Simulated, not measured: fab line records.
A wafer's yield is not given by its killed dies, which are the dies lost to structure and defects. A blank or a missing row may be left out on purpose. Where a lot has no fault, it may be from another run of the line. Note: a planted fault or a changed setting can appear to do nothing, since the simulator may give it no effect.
Matching of chambers -- flow n5-finfet -- N5_BEOL_M0_SAQP_MANDREL1_REMOVE_100 on rie-si-02 has 4 sister chambers
The step chemistry HBr/Cl2/O2, target a-Si, stops on SiNx, bt time 10 s. 8 wafers are shown with their chamber, then 12 later ones without.

## WAFERS PAIRED WITH THEIR CHAMBERS
wafer,chamber,throttle-valve-pct (%),drypump-motor-current-A (A)
L086.1,1,36.9,5.7
L086.4,2,37.9,5.7
L089.1,3,37.1,6.6
L089.3,0,36.8,5.5
L089.5,0,36.8,5.5
L090.1,3,37.1,6.6
L090.2,1,36.9,5.8
L090.4,2,37.8,5.7

## WAFERS MISSING THEIR CHAMBER
wafer,throttle-valve-pct (%),drypump-motor-current-A (A)
L091.1,36.8,5.5
L091.3,37.1,6.6
L091.6,36.9,5.8
L092.3,37.9,5.7
L092.4,36.9,5.8
L092.5,37.8,5.7
L094.1,36.9,5.8
L094.2,36.8,5.5
L094.5,37.9,5.7
L095.1,37.1,6.6
L095.5,37.1,6.6
L095.6,37.8,5.7

## WHICH CHAMBER EACH ONE RAN IN
wafer,from the rows above,in truth
L091.1,0,0
L091.3,3,3
L091.6,1,1
L092.3,2,2
L092.4,1,1
L092.5,2,2
L094.1,1,1
L094.2,0,0
L094.5,2,2
L095.1,3,3
L095.5,3,3
L095.6,2,2
Correctly placed: 12 of 12. Can't be placed from these rows: 0. Number placed wrongly: 0.
How it was worked out, from the rows above alone: a wafer's distance from a chamber is the root of the sum, over the readings, of the square of ((its reading less the chamber's mean) divided by the reading's scatter). The wafer belongs to the nearest chamber; if the next one is less than 2 further off, it can't be placed. The mean given for a chamber averages the wafers shown for that chamber. The scatter is the square root of a quotient: the sum, over the shown wafers, of each reading's squared deviation from its chamber's mean, divided by wafers minus chambers.
